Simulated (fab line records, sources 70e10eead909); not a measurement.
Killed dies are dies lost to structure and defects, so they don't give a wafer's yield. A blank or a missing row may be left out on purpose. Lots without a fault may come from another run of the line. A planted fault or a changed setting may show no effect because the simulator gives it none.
A struck lot beside a sound one | flow nand_harc | 14 steps out of a route of 1159
Sound: wafers L591.2, L591.5, L591.6. Struck: wafer L595.5. (L595.3 of the same lot was not struck and is left out.) The cause comes at the end.
At each step with rows: each side's tool, then ch and its chambers, then its first start. Under that, the readings that differ: sound wafers | struck wafers | difference of the means | sigmas: that difference in standard deviations of wafers without a fault.
alike: readings whose means differ by less than 2 such deviations, and words and numbers that are the same on both sides. not compared: withheld readings, readings that some wafer has no value for, bounds like >300 that may hide the same value, and numbers for which the record gives no deviation and whose values overlap.
The two part at a step that has a row with sigmas, a row that says differs or no value, or rows on one side only. Numbers that don't overlap but have no deviation are shown without sigmas and don't part them. A reading that every wafer of one side lacks parts them only if that side has two wafers or more.

first, 1 step without rows for these wafers: NHARC_A_CONTACT_DEVELOP_07 (develop time 35 s).
NHARC_A_CONTACT_CD_MEAS_08: target cd 100 nm.
  sound on cd_sem-01 ch 0, day 19 05:44; struck on cd_sem-01 ch 0, day 20 20:28
  alike: cd_nm
NHARC_A_CONTACT_OVL_MEAS_09:
  sound on overlay-02, day 19 05:50; struck on overlay-02, day 20 20:34
  alike: overlay_x_nm, overlay_y_nm
NHARC_A_CONTACT_INSPECT_10:
  sound on defect_inspect-02, day 19 05:52; struck on defect_inspect-02, day 20 20:35
  alike: raw_defect_count
NHARC_A_CONTACT_DESCUM_13: chemistry O2, time 3 s.
  sound on rie_diel-07 ch 0,1,2, day 19 05:57; struck on rie_diel-07 ch 0, day 20 20:41
  reading                | sound                | struck | difference | sigmas
  throttle_valve_pct (%) | 11.306 11.308 11.300 | 11.325 | +0.020     | +2
  alike: drypump_motor_current_A, o2_flow_sccm, oes_product_au, rf_vpp_V, showerhead_plenum_p_Torr
  not compared: rf_hours_counter_h
NHARC_A_CONTACT_ETCH_88: etches the open film in CF4, target depth 39 nm, time 65 s.
  sound on rie_diel-07 ch 2,3, day 19 06:04; struck on rie_diel-07 ch 2, day 20 20:46
  alike: drypump_motor_current_A, oes_product_au, rf_vpp_V, run_length_s, showerhead_plenum_p_Torr, throttle_valve_pct
  not compared: rf_hours_counter_h
then, 2 steps without rows for these wafers: NHARC_A_CONTACT_ETCH_89 (etches the open film in N2/H2, target depth 260 nm, time 475.3 s); NHARC_A_CONTACT_ETCH_30 (etches the open film in CF4/CHF3, target depth 60.5 nm, time 30.2 s).
NHARC_A_CONTACT_ETCH_31: etches the open film in O2/COS, target depth 2000 nm, time 520 s.
  sound on rie_diel-07 ch 0,2,3; struck on rie_diel-07 ch 2
  alike: drypump_motor_current_A, o2_flow_sccm, oes_product_au, rf_vpp_V, run_length_s, showerhead_plenum_p_Torr, throttle_valve_pct
  not compared: rf_hours_counter_h
NHARC_A_CONTACT_ETCH_134: etches the open film in C4F8/O2/Ar, time 140 s, target depth 700 nm.
  sound on har_cap_etch-03 ch 0,1, day 19 07:28; struck on har_cap_etch-03 ch 1, day 20 21:55
  alike: run_length_s
  not compared: rf_hours_counter_h
then, 1 step without rows for these wafers: NHARC_A_CONTACT_ETCH_135 (etches the open film in C4F8/O2/Ar, time 132 s, target depth 1287 nm).
NHARC_A_CONTACT_ETCH_136: etches the open film in C4F8/O2/Ar, time 132 s, target depth 1287 nm.
  sound on har_cap_etch-03 ch 0,1, day 19 07:47; struck on har_cap_etch-03 ch 1, day 20 22:13
  not compared: rf_hours_counter_h, run_length_s
NHARC_A_CONTACT_ETCH_137: etches the open film in C4F8/O2/Ar, time 132 s, target depth 1287 nm.
  sound on har_cap_etch-03 ch 0,1, day 19 07:54; struck on har_cap_etch-03 ch 1, day 20 22:20
  reading          | sound       | struck | difference | sigmas
  run_length_s (s) | 132 132 132 | 171.69 | +39.69     |
  not compared: rf_hours_counter_h
then, 1 step without rows for these wafers: NHARC_A_CONTACT_ETCH_138 (etches the open film in C4F8/O2/Ar, time 132 s, target depth 1289 nm).

WHERE THEY PART
Only at NHARC_A_CONTACT_DESCUM_13, within this record. Later steps at which nothing parts them and some readings are alike: NHARC_A_CONTACT_ETCH_88, NHARC_A_CONTACT_ETCH_31, NHARC_A_CONTACT_ETCH_134.

WHY: what the simulator had put in
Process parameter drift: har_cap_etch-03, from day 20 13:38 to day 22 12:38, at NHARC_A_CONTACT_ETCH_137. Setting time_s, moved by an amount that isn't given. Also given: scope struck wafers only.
